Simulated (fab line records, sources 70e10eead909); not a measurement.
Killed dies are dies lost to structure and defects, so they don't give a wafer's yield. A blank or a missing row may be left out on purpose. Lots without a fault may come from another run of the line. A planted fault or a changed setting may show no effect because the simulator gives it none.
Problem report in the 8D (eight disciplines) form, filled by code | flow nand_harc | the parts of the form that need people (team, actions taken, sign-off) are left out

1. THE PROBLEM
time_to_endpoint_s at NHARC_A_BLC_CMP_25 reads a mean of 10.5 s on 5 wafers of 2 lots; wafers without a fault read 30.0 s with a standard deviation of 2. That is -9.8 standard deviations from the usual mean.
The step: polishes, t overpolish 30 s, target thk 150 nm.
First seen on wafer L426.2, day 30 00:35, on cmp-01. The record holds 36 wafers of 12 lots with a number at this step. Rule for "out", or "out of limits": more than 4 standard deviations from the usual mean. The other wafers with a number count as sound.

2. WHAT IT IS AND WHAT IT IS NOT
question                    | is                                     | is not
which readings at this step | time_to_endpoint_s                     | motor_current_A, overpolish_run_s
which lots                  | L425, L426                             | L407, L410, L411, L412, L413, L414, L415, L417, L418, L430
which wafers of those lots  | L425.2, L425.3, L426.2, L426.3, L426.5 | L425.1
read on which tools         | cmp-01                                 | cmp-03, cmp-04
when                        | from day 30 00:35                      | up to then (27 sound wafers); but 4 sound wafers of L425, L430 came after

3. SUSPECTS, AND WHAT RULES EACH OUT
Counting: a tool at a process step up to the reading stays a suspect if it ran every lot that is out. Sound lots after the first of them don't rule it out here, since some wafers of a struck lot are sound.
- cvd_w-02 at NHARC_A_BLC_CVD_24 (deposits W, target thk 150 nm, time 434 s): kept. It ran every lot that is out, first L426 (day 30 00:03); its last sound lot up to then is L415 (day 27 00:41).
- cmp-01 at NHARC_A_BLC_CMP_25 (polishes, t overpolish 30 s, target thk 150 nm): kept. It ran every lot that is out, first L426 (day 30 00:35); its last sound lot up to then is L418 (day 26 21:31). Its own readings are out on those wafers: time_to_endpoint_s.
- Within cvd_w-02 at NHARC_A_BLC_CVD_24: the wafers that are out ran in chamber 0; their sound lot-mates ran in chamber 1.
Left after counting: cvd_w-02 at NHARC_A_BLC_CVD_24, cmp-01 at NHARC_A_BLC_CMP_25.

4. THE CAUSE (what the simulator had put in)
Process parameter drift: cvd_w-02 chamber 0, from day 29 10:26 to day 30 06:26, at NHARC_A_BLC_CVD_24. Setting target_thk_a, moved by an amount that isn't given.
Counting left 2 suspects, and this tool is among them.

5. THE CHAIN OF EFFECTS, in route order
Each row: a reading whose mean over the struck wafers that have a number lies more than 3 standard deviations from the usual. Only readings for which the record gives a usual standard deviation are gone through. hours: the time from each lot's start at the first step in this table that gives one to its start at this step, as a median over the lots. sigmas: the change in usual standard deviations.
hours | step               | reading            | usual  | on struck wafers | change | sigmas
0     | NHARC_A_BLC_CMP_25 | time_to_endpoint_s | 30.0 s | 10.5             | -19.5  | -9.8
The process steps in it:
- NHARC_A_BLC_CMP_25: polishes, t overpolish 30 s, target thk 150 nm.

6. WHAT WOULD HAVE CAUGHT IT SOONER
In this record the first reading out of limits was taken at day 30 00:35, 14 hours after the fault began at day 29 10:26.
Of the tool readings at NHARC_A_BLC_CVD_24 for which the record gives a usual standard deviation, none was out on any struck wafer, so an alarm limit of 4 standard deviations on them would not have fired.
Of the lots that are out (2), L425 began NHARC_A_BLC_CVD_24 on cvd_w-02 after day 30 00:35. A hold on the tool at that time would have spared it.
